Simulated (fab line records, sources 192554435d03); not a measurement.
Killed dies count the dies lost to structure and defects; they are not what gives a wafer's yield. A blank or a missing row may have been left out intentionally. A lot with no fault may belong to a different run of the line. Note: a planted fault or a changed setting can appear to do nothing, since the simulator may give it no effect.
Chamber matching	flow n5Finfet	4 sister chambers for N5_BEOL_M1_ALD_84 on aldMetal-01
The step deposits TaN, pulse time 2 s, purge time 3 s, co reactant purge time 2 s. 8 wafers are shown with their chamber, then 10 later ones without.

## WAFERS PAIRED WITH THEIR CHAMBERS
wafer	chamber	heaterPowerW (W)	precursorVesselPressureTorr (Torr)
L081.6	3	381	26.36
L082.1	0	479	26.21
L082.2	3	380	26.28
L086.2	1	385	26.19
L086.3	0	462	26.29
L086.4	2	408	26.24
L087.2	2	405	26.21
L087.3	1	381	26.31

## WAFERS WITHOUT THEIR CHAMBER
wafer	heaterPowerW (W)	precursorVesselPressureTorr (Torr)
L087.4	378	26.23
L093.1	382	26.33
L093.2	480	26.32
L093.4	397	26.24
L094.2	402	26.20
L094.3	467	26.24
L094.4	385	26.33
L096.2	472	26.26
L096.3	380	26.33
L096.5	382	26.25

## THE CHAMBER EACH PASSED THROUGH
wafer	from the rows above	in truth
L087.4	can't be placed: 1 or 3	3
L093.1	can't be placed: 3 or 1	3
L093.2	0	0
L093.4	can't be placed: 2 or 1 or 3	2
L094.2	2	2
L094.3	0	0
L094.4	can't be placed: 3 or 1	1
L096.2	0	0
L096.3	can't be placed: 3 or 1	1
L096.5	can't be placed: 1 or 3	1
Correctly placed: 4 of 10. Not placeable from these rows: 6 (in 6, the candidates include the true chamber). Wrongly placed: 0.
How it was worked out, from the rows above alone: a wafer's distance from a chamber is the root of the sum, over the readings, of the square of ((its reading less the chamber's mean) divided by the reading's scatter). The wafer belongs to the nearest chamber; if the next one is less than 2 further off, it can't be placed. The mean given for a chamber averages the wafers shown for that chamber. The scatter: the root of (the sum of the squares of (reading less its chamber's mean) over the shown wafers, divided by (wafers less chambers)).
